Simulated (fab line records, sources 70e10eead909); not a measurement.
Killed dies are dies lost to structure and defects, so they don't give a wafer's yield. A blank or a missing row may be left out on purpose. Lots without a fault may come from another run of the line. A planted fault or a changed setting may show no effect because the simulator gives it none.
Which tool did it? | flow nand_harc | 6 lots, 18 wafers sampled, at 3 steps of a route of 1302

WHAT THE GAUGES READ, wafer by wafer
NHARC_A_ONON_D1_THK_MEAS_08: measures by ellipsometry.
lot  | measured     | on            | thk_nm (nm)
L836 | day 8 13:46  | film_metro-02 | 1012 1016 1013
L839 | day 9 16:40  | film_metro-01 | 1004 1004 1003
L842 | day 11 00:13 | film_metro-01 | 1003 1004 1004
L845 | day 12 08:25 | film_metro-01 | 596 1014 1014
L849 | day 14 03:32 | film_metro-01 | 980 980 980
L856 | day 16 17:26 | film_metro-01 | 1010 1010 1011

WHICH TOOL RAN EACH LOT (tool, then ch and the chambers of the sampled wafers, then the start)
lot  | NHARC_A_ZERO_WELL_RTA_16         | NHARC_A_ONON_D1_DEP_06
L836 | rtp_anneal-02 ch 0, day 7 16:00  | pecvd_onon-03 ch 0, day 8 13:19
L839 | rtp_anneal-01 ch 0, day 8 18:57  | pecvd_onon-02 ch 0, day 9 16:17
L842 | rtp_anneal-01 ch 0, day 10 02:14 | pecvd_onon-04 ch 0, day 10 23:49
L845 | rtp_anneal-01 ch 0, day 11 10:43 | pecvd_onon-04 ch 0, day 12 07:57
L849 | rtp_anneal-01 ch 0, day 13 06:07 | pecvd_onon-02 ch 0, day 14 03:08
L856 | rtp_anneal-01 ch 0, day 15 21:37 | pecvd_onon-03 ch 0, day 16 16:55
- NHARC_A_ZERO_WELL_RTA_16: time 10 s.
- NHARC_A_ONON_D1_DEP_06: target thk 1000 nm.

THE ANSWER, worked out from the rows above alone
Rule: what is usual is taken from the lots themselves. Put in order of their means at a reading, lots are off if they are a third of the lots or fewer, leave a main group of 4 or more, and stand apart from it by a gap of 3 or more times the standard deviation of the main group's means; of several such gaps the widest counts. A main group whose means are all the same, to the digits that the tables above print for the reading, isn't used. A lot without any number at a reading at which 4 lots or more have one is off too. The other lots that the step has rows for count as sound.
Off: L845, at NHARC_A_ONON_D1_THK_MEAS_08 (thk_nm). The main group: mean 1002 nm, standard deviation 12.
A tool fits if, at a process step before that reading, it ran every lot that is off, and no sound lot after the first of them. The gauges at NHARC_A_ONON_D1_THK_MEAS_08 are tried like those tools. One fits: pecvd_onon-04 at NHARC_A_ONON_D1_DEP_06. Its last sound lot is L842 (day 10 23:49), its first lot that is off L845 (day 12 07:57): a fault that began between those two fits.

WHAT THE SIMULATOR HAD PUT IN
Process parameter drift: pecvd_onon-04, from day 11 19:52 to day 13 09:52, at NHARC_A_ONON_D1_DEP_06. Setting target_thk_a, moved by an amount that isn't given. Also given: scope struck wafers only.
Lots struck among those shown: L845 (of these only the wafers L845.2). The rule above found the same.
